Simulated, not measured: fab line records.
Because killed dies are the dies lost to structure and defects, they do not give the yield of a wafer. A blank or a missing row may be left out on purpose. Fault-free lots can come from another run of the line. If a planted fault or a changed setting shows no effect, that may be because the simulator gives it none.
Which of the tools did it? || flow n5_finfet || 72 wafers from 24 lots sampled at 5 of the route's 1938 steps

## WHAT THE GAUGES SHOWED, per wafer
N5_BEOL_M12_RS_MEAS_54: a four-point-probe measurement.
{"lot": "L074", "measured": "day 11 09:13", "on": "film_metro-01", "M12_RS (ohm/sq)": "0.0599 0.0575 0.0600"}
{"lot": "L075", "measured": "day 11 11:47", "on": "film_metro-02", "M12_RS (ohm/sq)": "0.0608 0.0595 0.0592"}
{"lot": "L076", "measured": "day 11 18:56", "on": "film_metro-02", "M12_RS (ohm/sq)": "0.0590 0.0608 0.0608"}
{"lot": "L077", "measured": "day 12 06:02", "on": "film_metro-01", "M12_RS (ohm/sq)": "0.0597 0.0600 0.0588"}
{"lot": "L078", "measured": "day 12 06:07", "on": "film_metro-01", "M12_RS (ohm/sq)": "0.0596 0.0602 0.0598"}
{"lot": "L080", "measured": "day 12 23:41", "on": "film_metro-02", "M12_RS (ohm/sq)": "0.0600 0.0614 0.0606"}
{"lot": "L079", "measured": "day 13 00:30", "on": "film_metro-02", "M12_RS (ohm/sq)": "0.0587 0.0596 0.0593"}
{"lot": "L081", "measured": "day 13 00:38", "on": "film_metro-01", "M12_RS (ohm/sq)": "0.0581 0.0608 0.0574"}
{"lot": "L083", "measured": "day 13 17:44", "on": "film_metro-02", "M12_RS (ohm/sq)": "0.0592 0.0599 0.0605"}
{"lot": "L082", "measured": "day 13 19:32", "on": "film_metro-01", "M12_RS (ohm/sq)": "0.0612 0.0587 0.0605"}
{"lot": "L086", "measured": "day 14 00:07", "on": "film_metro-01", "M12_RS (ohm/sq)": "0.0585 0.0603 0.0601"}
{"lot": "L084", "measured": "day 14 00:23", "on": "film_metro-02", "M12_RS (ohm/sq)": "0.0614 0.0598 0.0591"}
{"lot": "L085", "measured": "day 14 10:47", "on": "film_metro-02", "M12_RS (ohm/sq)": "0.0582 0.0580 0.0593"}
{"lot": "L089", "measured": "day 15 07:46", "on": "film_metro-02", "M12_RS (ohm/sq)": "0.0597 0.0588 0.0599"}
{"lot": "L088", "measured": "day 15 08:02", "on": "film_metro-02", "M12_RS (ohm/sq)": "0.0589 0.0585 0.0581"}
{"lot": "L087", "measured": "day 15 13:35", "on": "film_metro-01", "M12_RS (ohm/sq)": "0.0596 0.0615 0.0596"}
{"lot": "L090", "measured": "day 15 13:52", "on": "film_metro-01", "M12_RS (ohm/sq)": "0.0609 0.0598 0.0590"}
{"lot": "L091", "measured": "day 16 02:53", "on": "film_metro-01", "M12_RS (ohm/sq)": "0.0587 0.0609 0.0583"}
{"lot": "L093", "measured": "day 16 15:56", "on": "film_metro-01", "M12_RS (ohm/sq)": "0.0584 0.0596 0.0605"}
{"lot": "L092", "measured": "day 16 20:06", "on": "film_metro-01", "M12_RS (ohm/sq)": "0.0582 0.0581 0.0579"}
{"lot": "L094", "measured": "day 17 08:11", "on": "film_metro-01", "M12_RS (ohm/sq)": "0.0587 0.0624 0.0588"}
{"lot": "L095", "measured": "day 17 10:51", "on": "film_metro-01", "M12_RS (ohm/sq)": "0.0631 0.0590 0.0604"}
{"lot": "L097", "measured": "day 17 16:22", "on": "film_metro-02", "M12_RS (ohm/sq)": "0.0584 0.0589 0.0592"}
{"lot": "L096", "measured": "day 17 16:37", "on": "film_metro-01", "M12_RS (ohm/sq)": "0.0595 0.0602 0.0619"}

N5_BEOL_M13_CD_MEAS_28: the cd target is 209.5 nm.
{"lot": "L074", "measured": "day 11 11:02", "on": "cd_sem-02", "cd_nm (nm)": "207.6 209.5 209.1"}
{"lot": "L075", "measured": "day 11 14:07", "on": "cd_sem-02", "cd_nm (nm)": "208.8 208.7 210.3"}
{"lot": "L076", "measured": "day 11 20:31", "on": "cd_sem-03", "cd_nm (nm)": "210.9 207.1 209.6"}
{"lot": "L077", "measured": "day 12 07:38", "on": "cd_sem-01", "cd_nm (nm)": "208.1 207.2 213.1"}
{"lot": "L078", "measured": "day 12 07:47", "on": "cd_sem-02", "cd_nm (nm)": "211.5 211.3 211.9"}
{"lot": "L080", "measured": "day 13 01:09", "on": "cd_sem-03", "cd_nm (nm)": "213.2 211.4 211.6"}
{"lot": "L079", "measured": "day 13 02:23", "on": "cd_sem-03", "cd_nm (nm)": "211.9 210.6 211.1"}
{"lot": "L081", "measured": "day 13 02:25", "on": "cd_sem-03", "cd_nm (nm)": "212.2 214.0 210.9"}
{"lot": "L083", "measured": "day 13 19:20", "on": "cd_sem-01", "cd_nm (nm)": "211.9 209.7 210.3"}
{"lot": "L082", "measured": "day 13 21:08", "on": "cd_sem-01", "cd_nm (nm)": "210.5 210.4 211.8"}
{"lot": "L086", "measured": "day 14 01:49", "on": "cd_sem-02", "cd_nm (nm)": "209.1 207.1 211.8"}
{"lot": "L084", "measured": "day 14 01:59", "on": "cd_sem-01", "cd_nm (nm)": "209.7 210.5 211.4"}
{"lot": "L085", "measured": "day 14 12:30", "on": "cd_sem-03", "cd_nm (nm)": "212.4 211.3 212.7"}
{"lot": "L089", "measured": "day 15 09:29", "on": "cd_sem-02", "cd_nm (nm)": "213.9 213.7 212.0"}
{"lot": "L088", "measured": "day 15 09:45", "on": "cd_sem-01", "cd_nm (nm)": "209.1 211.1 207.9"}
{"lot": "L087", "measured": "day 15 15:52", "on": "cd_sem-03", "cd_nm (nm)": "211.2 210.5 210.3"}
{"lot": "L090", "measured": "day 15 16:02", "on": "cd_sem-03", "cd_nm (nm)": "211.0 209.4 212.0"}
{"lot": "L091", "measured": "day 16 04:31", "on": "cd_sem-03", "cd_nm (nm)": "212.7 211.9 210.7"}
{"lot": "L093", "measured": "day 16 17:43", "on": "cd_sem-02", "cd_nm (nm)": "211.8 211.7 211.0"}
{"lot": "L092", "measured": "day 16 21:34", "on": "cd_sem-02", "cd_nm (nm)": "209.6 209.6 210.0"}
{"lot": "L094", "measured": "day 17 09:43", "on": "cd_sem-02", "cd_nm (nm)": "209.0 211.7 212.3"}
{"lot": "L095", "measured": "day 17 12:36", "on": "cd_sem-03", "cd_nm (nm)": "210.5 212.1 210.9"}
{"lot": "L097", "measured": "day 17 18:01", "on": "cd_sem-03", "cd_nm (nm)": "212.7 211.0 209.5"}
{"lot": "L096", "measured": "day 17 18:22", "on": "cd_sem-01", "cd_nm (nm)": "210.9 213.0 212.6"}

## WHICH TOOL RAN EACH LOT (tool, then ch and the chambers of the sampled wafers, then the start)
{"lot": "L074", "N5_BEOL_M12_PRE_CLEAN_42": "pvd_sputter-01, day 11 07:47", "N5_BEOL_M12_DEP_53": "pecvd-02 ch 0,2, day 11 09:10", "N5_BEOL_M13_ILD_DEP_00": "pecvd-01 ch 0,1,2, day 11 09:17"}
{"lot": "L075", "N5_BEOL_M12_PRE_CLEAN_42": "pvd_sputter-03, day 11 10:35", "N5_BEOL_M12_DEP_53": "pecvd-03 ch 1,2, day 11 11:43", "N5_BEOL_M13_ILD_DEP_00": "pecvd-04 ch 1,2, day 11 11:51"}
{"lot": "L076", "N5_BEOL_M12_PRE_CLEAN_42": "pvd_sputter-03, day 11 17:31", "N5_BEOL_M12_DEP_53": "pecvd-04 ch 1,2, day 11 18:52", "N5_BEOL_M13_ILD_DEP_00": "pecvd-02 ch 0,2, day 11 18:59"}
{"lot": "L077", "N5_BEOL_M12_PRE_CLEAN_42": "pvd_sputter-01, day 12 04:52", "N5_BEOL_M12_DEP_53": "pecvd-02 ch 0,2, day 12 05:58", "N5_BEOL_M13_ILD_DEP_00": "pecvd-02 ch 0,1, day 12 06:06"}
{"lot": "L078", "N5_BEOL_M12_PRE_CLEAN_42": "pvd_sputter-02, day 12 04:56", "N5_BEOL_M12_DEP_53": "pecvd-03 ch 0,2, day 12 06:04", "N5_BEOL_M13_ILD_DEP_00": "pecvd-01 ch 0,2, day 12 06:11"}
{"lot": "L080", "N5_BEOL_M12_PRE_CLEAN_42": "pvd_sputter-03, day 12 22:10", "N5_BEOL_M12_DEP_53": "pecvd-02 ch 0,1,2, day 12 23:38", "N5_BEOL_M13_ILD_DEP_00": "pecvd-01 ch 1,2, day 12 23:45"}
{"lot": "L079", "N5_BEOL_M12_PRE_CLEAN_42": "pvd_sputter-02, day 12 22:32", "N5_BEOL_M12_DEP_53": "pecvd-04 ch 0,1, day 13 00:26", "N5_BEOL_M13_ILD_DEP_00": "pecvd-04 ch 1,2, day 13 00:34"}
{"lot": "L081", "N5_BEOL_M12_PRE_CLEAN_42": "pvd_sputter-03, day 12 22:37", "N5_BEOL_M12_DEP_53": "pecvd-03 ch 0,1,2, day 13 00:34", "N5_BEOL_M13_ILD_DEP_00": "pecvd-01 ch 0,2, day 13 00:42"}
{"lot": "L083", "N5_BEOL_M12_PRE_CLEAN_42": "pvd_sputter-01, day 13 16:33", "N5_BEOL_M12_DEP_53": "pecvd-03 ch 0,1,2, day 13 17:41", "N5_BEOL_M13_ILD_DEP_00": "pecvd-01 ch 0,2, day 13 17:48"}
{"lot": "L082", "N5_BEOL_M12_PRE_CLEAN_42": "pvd_sputter-02, day 13 17:56", "N5_BEOL_M12_DEP_53": "pecvd-02 ch 1,2, day 13 19:29", "N5_BEOL_M13_ILD_DEP_00": "pecvd-02 ch 0,1,2, day 13 19:36"}
{"lot": "L086", "N5_BEOL_M12_PRE_CLEAN_42": "pvd_sputter-01, day 13 22:38", "N5_BEOL_M12_DEP_53": "pecvd-02 ch 1,2, day 14 00:02", "N5_BEOL_M13_ILD_DEP_00": "pecvd-04 ch 0,1, day 14 00:10"}
{"lot": "L084", "N5_BEOL_M12_PRE_CLEAN_42": "pvd_sputter-02, day 13 22:47", "N5_BEOL_M12_DEP_53": "pecvd-02 ch 0,1,2, day 14 00:20", "N5_BEOL_M13_ILD_DEP_00": "pecvd-04 ch 0,1,2, day 14 00:30"}
{"lot": "L085", "N5_BEOL_M12_PRE_CLEAN_42": "pvd_sputter-03, day 14 07:11", "N5_BEOL_M12_DEP_53": "pecvd-02 ch 1,2, day 14 10:43", "N5_BEOL_M13_ILD_DEP_00": "pecvd-04 ch 1,2, day 14 10:50"}
{"lot": "L089", "N5_BEOL_M12_PRE_CLEAN_42": "pvd_sputter-02, day 15 05:29", "N5_BEOL_M12_DEP_53": "pecvd-03 ch 1,2, day 15 07:43", "N5_BEOL_M13_ILD_DEP_00": "pecvd-04 ch 1,2, day 15 07:50"}
{"lot": "L088", "N5_BEOL_M12_PRE_CLEAN_42": "pvd_sputter-02, day 15 05:49", "N5_BEOL_M12_DEP_53": "pecvd-03 ch 0,2, day 15 07:59", "N5_BEOL_M13_ILD_DEP_00": "pecvd-04 ch 1,2, day 15 08:06"}
{"lot": "L087", "N5_BEOL_M12_PRE_CLEAN_42": "pvd_sputter-03, day 15 12:05", "N5_BEOL_M12_DEP_53": "pecvd-04 ch 0,1,2, day 15 13:31", "N5_BEOL_M13_ILD_DEP_00": "pecvd-02 ch 0,1,2, day 15 13:39"}
{"lot": "L090", "N5_BEOL_M12_PRE_CLEAN_42": "pvd_sputter-02, day 15 12:29", "N5_BEOL_M12_DEP_53": "pecvd-04 ch 1,2, day 15 13:47", "N5_BEOL_M13_ILD_DEP_00": "pecvd-02 ch 1,2, day 15 13:55"}
{"lot": "L091", "N5_BEOL_M12_PRE_CLEAN_42": "pvd_sputter-02, day 15 23:27", "N5_BEOL_M12_DEP_53": "pecvd-04 ch 0,1,2, day 16 02:50", "N5_BEOL_M13_ILD_DEP_00": "pecvd-01 ch 0,1,2, day 16 03:01"}
{"lot": "L093", "N5_BEOL_M12_PRE_CLEAN_42": "pvd_sputter-02, day 16 10:06", "N5_BEOL_M12_DEP_53": "pecvd-02 ch 0,1, day 16 15:53", "N5_BEOL_M13_ILD_DEP_00": "pecvd-04 ch 0,1,2, day 16 16:01"}
{"lot": "L092", "N5_BEOL_M12_PRE_CLEAN_42": "pvd_sputter-02, day 16 15:35", "N5_BEOL_M12_DEP_53": "pecvd-03 ch 0,1,2, day 16 20:02", "N5_BEOL_M13_ILD_DEP_00": "pecvd-02 ch 0,2, day 16 20:10"}
{"lot": "L094", "N5_BEOL_M12_PRE_CLEAN_42": "pvd_sputter-01, day 17 07:00", "N5_BEOL_M12_DEP_53": "pecvd-03 ch 0,1,2, day 17 08:07", "N5_BEOL_M13_ILD_DEP_00": "pecvd-01 ch 0,2, day 17 08:15"}
{"lot": "L095", "N5_BEOL_M12_PRE_CLEAN_42": "pvd_sputter-03, day 17 09:19", "N5_BEOL_M12_DEP_53": "pecvd-02 ch 0,1,2, day 17 10:48", "N5_BEOL_M13_ILD_DEP_00": "pecvd-04 ch 0,1,2, day 17 10:58"}
{"lot": "L097", "N5_BEOL_M12_PRE_CLEAN_42": "pvd_sputter-01, day 17 14:49", "N5_BEOL_M12_DEP_53": "pecvd-04 ch 0,2, day 17 16:18", "N5_BEOL_M13_ILD_DEP_00": "pecvd-01 ch 0,2, day 17 16:25"}
{"lot": "L096", "N5_BEOL_M12_PRE_CLEAN_42": "pvd_sputter-01, day 17 15:08", "N5_BEOL_M12_DEP_53": "pecvd-02 ch 1,2, day 17 16:33", "N5_BEOL_M13_ILD_DEP_00": "pecvd-04 ch 0,1, day 17 16:41"}
- N5_BEOL_M12_PRE_CLEAN_42: time 30 s.
- N5_BEOL_M12_DEP_53: deposits SiCN from 3MS/NH3, target thk 30 nm, time 10.5 s.
- N5_BEOL_M13_ILD_DEP_00: deposits SiOC from DEMS/O2, target thk 837.92 nm, time 166.4 s.

## WHAT THE TOOLS THEMSELVES READ (means of the sampled wafers that have a number; where no wafer has one, the mark that the record gives instead)
N5_BEOL_M12_PRE_CLEAN_42.
{"lot": "L074", "tool": "pvd_sputter-01", "heater_power_w (W)": 349}
{"lot": "L075", "tool": "pvd_sputter-03", "heater_power_w (W)": 338}
{"lot": "L076", "tool": "pvd_sputter-03", "heater_power_w (W)": 299}
{"lot": "L077", "tool": "pvd_sputter-01", "heater_power_w (W)": 331}
{"lot": "L078", "tool": "pvd_sputter-02", "heater_power_w (W)": 345}
{"lot": "L080", "tool": "pvd_sputter-03", "heater_power_w (W)": 343}
{"lot": "L079", "tool": "pvd_sputter-02", "heater_power_w (W)": 347}
{"lot": "L081", "tool": "pvd_sputter-03", "heater_power_w (W)": 316}
{"lot": "L083", "tool": "pvd_sputter-01", "heater_power_w (W)": 323}
{"lot": "L082", "tool": "pvd_sputter-02", "heater_power_w (W)": 374}
{"lot": "L086", "tool": "pvd_sputter-01", "heater_power_w (W)": 330}
{"lot": "L084", "tool": "pvd_sputter-02", "heater_power_w (W)": 362}
{"lot": "L085", "tool": "pvd_sputter-03", "heater_power_w (W)": 289}
{"lot": "L089", "tool": "pvd_sputter-02", "heater_power_w (W)": 348}
{"lot": "L088", "tool": "pvd_sputter-02", "heater_power_w (W)": 354}
{"lot": "L087", "tool": "pvd_sputter-03", "heater_power_w (W)": 325}
{"lot": "L090", "tool": "pvd_sputter-02", "heater_power_w (W)": 347}
{"lot": "L091", "tool": "pvd_sputter-02", "heater_power_w (W)": 342}
{"lot": "L093", "tool": "pvd_sputter-02", "heater_power_w (W)": 388}
{"lot": "L092", "tool": "pvd_sputter-02", "heater_power_w (W)": 363}
{"lot": "L094", "tool": "pvd_sputter-01", "heater_power_w (W)": 330}
{"lot": "L095", "tool": "pvd_sputter-03", "heater_power_w (W)": 298}
{"lot": "L097", "tool": "pvd_sputter-01", "heater_power_w (W)": 314}
{"lot": "L096", "tool": "pvd_sputter-01", "heater_power_w (W)": 328}

N5_BEOL_M12_DEP_53.
{"lot": "L074", "tool": "pecvd-02", "showerhead_plenum_p_Torr (Torr)": 4.154, "throttle_valve_pct (%)": 18.4}
{"lot": "L075", "tool": "pecvd-03", "showerhead_plenum_p_Torr (Torr)": 4.164, "throttle_valve_pct (%)": 18.2}
{"lot": "L076", "tool": "pecvd-04", "showerhead_plenum_p_Torr (Torr)": 4.136, "throttle_valve_pct (%)": 18.1}
{"lot": "L077", "tool": "pecvd-02", "showerhead_plenum_p_Torr (Torr)": 4.153, "throttle_valve_pct (%)": 18.4}
{"lot": "L078", "tool": "pecvd-03", "showerhead_plenum_p_Torr (Torr)": 4.167, "throttle_valve_pct (%)": 18.3}
{"lot": "L080", "tool": "pecvd-02", "showerhead_plenum_p_Torr (Torr)": 4.152, "throttle_valve_pct (%)": 18.9}
{"lot": "L079", "tool": "pecvd-04", "showerhead_plenum_p_Torr (Torr)": 4.145, "throttle_valve_pct (%)": 19.0}
{"lot": "L081", "tool": "pecvd-03", "showerhead_plenum_p_Torr (Torr)": 4.165, "throttle_valve_pct (%)": 18.3}
{"lot": "L083", "tool": "pecvd-03", "showerhead_plenum_p_Torr (Torr)": 4.161, "throttle_valve_pct (%)": 18.4}
{"lot": "L082", "tool": "pecvd-02", "showerhead_plenum_p_Torr (Torr)": 4.147, "throttle_valve_pct (%)": 19.2}
{"lot": "L086", "tool": "pecvd-02", "showerhead_plenum_p_Torr (Torr)": 4.152, "throttle_valve_pct (%)": 18.5}
{"lot": "L084", "tool": "pecvd-02", "showerhead_plenum_p_Torr (Torr)": 4.140, "throttle_valve_pct (%)": 19.3}
{"lot": "L085", "tool": "pecvd-02", "showerhead_plenum_p_Torr (Torr)": 4.162, "throttle_valve_pct (%)": 18.6}
{"lot": "L089", "tool": "pecvd-03", "showerhead_plenum_p_Torr (Torr)": 4.170, "throttle_valve_pct (%)": 17.7}
{"lot": "L088", "tool": "pecvd-03", "showerhead_plenum_p_Torr (Torr)": 4.164, "throttle_valve_pct (%)": 17.7}
{"lot": "L087", "tool": "pecvd-04", "showerhead_plenum_p_Torr (Torr)": 4.120, "throttle_valve_pct (%)": 17.9}
{"lot": "L090", "tool": "pecvd-04", "showerhead_plenum_p_Torr (Torr)": 4.141, "throttle_valve_pct (%)": 18.3}
{"lot": "L091", "tool": "pecvd-04", "showerhead_plenum_p_Torr (Torr)": 4.130, "throttle_valve_pct (%)": 17.9}
{"lot": "L093", "tool": "pecvd-02", "showerhead_plenum_p_Torr (Torr)": 4.134, "throttle_valve_pct (%)": 19.7}
{"lot": "L092", "tool": "pecvd-03", "showerhead_plenum_p_Torr (Torr)": 4.172, "throttle_valve_pct (%)": 18.5}
{"lot": "L094", "tool": "pecvd-03", "showerhead_plenum_p_Torr (Torr)": 4.166, "throttle_valve_pct (%)": 18.4}
{"lot": "L095", "tool": "pecvd-02", "showerhead_plenum_p_Torr (Torr)": 4.147, "throttle_valve_pct (%)": 19.2}
{"lot": "L097", "tool": "pecvd-04", "showerhead_plenum_p_Torr (Torr)": 4.116, "throttle_valve_pct (%)": 18.0}
{"lot": "L096", "tool": "pecvd-02", "showerhead_plenum_p_Torr (Torr)": 4.152, "throttle_valve_pct (%)": 18.6}

N5_BEOL_M13_ILD_DEP_00.
{"lot": "L074", "tool": "pecvd-01", "heater_power_w (W)": 410, "showerhead_plenum_p_Torr (Torr)": 5.681, "throttle_valve_pct (%)": 12.2}
{"lot": "L075", "tool": "pecvd-04", "heater_power_w (W)": 486, "showerhead_plenum_p_Torr (Torr)": 5.675, "throttle_valve_pct (%)": 11.0}
{"lot": "L076", "tool": "pecvd-02", "heater_power_w (W)": 423, "showerhead_plenum_p_Torr (Torr)": 5.682, "throttle_valve_pct (%)": 12.7}
{"lot": "L077", "tool": "pecvd-02", "heater_power_w (W)": 411, "showerhead_plenum_p_Torr (Torr)": 5.693, "throttle_valve_pct (%)": 13.1}
{"lot": "L078", "tool": "pecvd-01", "heater_power_w (W)": 450, "showerhead_plenum_p_Torr (Torr)": 5.682, "throttle_valve_pct (%)": 11.6}
{"lot": "L080", "tool": "pecvd-01", "heater_power_w (W)": 389, "showerhead_plenum_p_Torr (Torr)": 5.681, "throttle_valve_pct (%)": 12.3}
{"lot": "L079", "tool": "pecvd-04", "heater_power_w (W)": 433, "showerhead_plenum_p_Torr (Torr)": 5.682, "throttle_valve_pct (%)": 11.1}
{"lot": "L081", "tool": "pecvd-01", "heater_power_w (W)": 473, "showerhead_plenum_p_Torr (Torr)": 5.685, "throttle_valve_pct (%)": 11.7}
{"lot": "L083", "tool": "pecvd-01", "heater_power_w (W)": 462, "showerhead_plenum_p_Torr (Torr)": 5.684, "throttle_valve_pct (%)": 11.6}
{"lot": "L082", "tool": "pecvd-02", "heater_power_w (W)": 437, "showerhead_plenum_p_Torr (Torr)": 5.702, "throttle_valve_pct (%)": 12.7}
{"lot": "L086", "tool": "pecvd-04", "heater_power_w (W)": 442, "showerhead_plenum_p_Torr (Torr)": 5.674, "throttle_valve_pct (%)": 12.4}
{"lot": "L084", "tool": "pecvd-04", "heater_power_w (W)": 432, "showerhead_plenum_p_Torr (Torr)": 5.670, "throttle_valve_pct (%)": 11.7}
{"lot": "L085", "tool": "pecvd-04", "heater_power_w (W)": 448, "showerhead_plenum_p_Torr (Torr)": 5.668, "throttle_valve_pct (%)": 11.3}
{"lot": "L089", "tool": "pecvd-04", "heater_power_w (W)": 434, "showerhead_plenum_p_Torr (Torr)": 5.678, "throttle_valve_pct (%)": 11.4}
{"lot": "L088", "tool": "pecvd-04", "heater_power_w (W)": 448, "showerhead_plenum_p_Torr (Torr)": 5.679, "throttle_valve_pct (%)": 11.1}
{"lot": "L087", "tool": "pecvd-02", "heater_power_w (W)": 428, "showerhead_plenum_p_Torr (Torr)": 5.688, "throttle_valve_pct (%)": 12.6}
{"lot": "L090", "tool": "pecvd-02", "heater_power_w (W)": 411, "showerhead_plenum_p_Torr (Torr)": 5.697, "throttle_valve_pct (%)": 12.3}
{"lot": "L091", "tool": "pecvd-01", "heater_power_w (W)": 384, "showerhead_plenum_p_Torr (Torr)": 5.690, "throttle_valve_pct (%)": 12.3}
{"lot": "L093", "tool": "pecvd-04", "heater_power_w (W)": 463, "showerhead_plenum_p_Torr (Torr)": 5.672, "throttle_valve_pct (%)": 11.9}
{"lot": "L092", "tool": "pecvd-02", "heater_power_w (W)": 421, "showerhead_plenum_p_Torr (Torr)": 5.690, "throttle_valve_pct (%)": 12.4}
{"lot": "L094", "tool": "pecvd-01", "heater_power_w (W)": 449, "showerhead_plenum_p_Torr (Torr)": 5.684, "throttle_valve_pct (%)": 11.7}
{"lot": "L095", "tool": "pecvd-04", "heater_power_w (W)": 440, "showerhead_plenum_p_Torr (Torr)": 5.671, "throttle_valve_pct (%)": 11.8}
{"lot": "L097", "tool": "pecvd-01", "heater_power_w (W)": 395, "showerhead_plenum_p_Torr (Torr)": 5.686, "throttle_valve_pct (%)": 11.8}
{"lot": "L096", "tool": "pecvd-04", "heater_power_w (W)": 434, "showerhead_plenum_p_Torr (Torr)": 5.676, "throttle_valve_pct (%)": 12.5}

## THE ANSWER, worked out from the rows above alone
Rule: the lots themselves supply what counts as usual. The widest of any qualifying gaps counts: lots, ordered by their means at a reading, are off when they make up no more than a third of the lots, leave a main group of 4 or more, and stand apart from it by 3 or more times the standard deviation of that group's means. A main group whose means are all the same, to the digits that the tables above print for the reading, isn't used. A lot without any number at a reading at which 4 lots or more have one is off too. Where the step has rows for the other lots, those lots are counted as sound. Order of review: gauges by route order, followed by the tools' own readings, for which a lot's mean as printed above is used. The first step at which some lot is off is used, and at that step the reading that is off furthest; a lot without a number counts as furthest.
No lot is off at any reading shown: from this, nothing can be told.

## WHAT THE SIMULATOR HAD PUT IN
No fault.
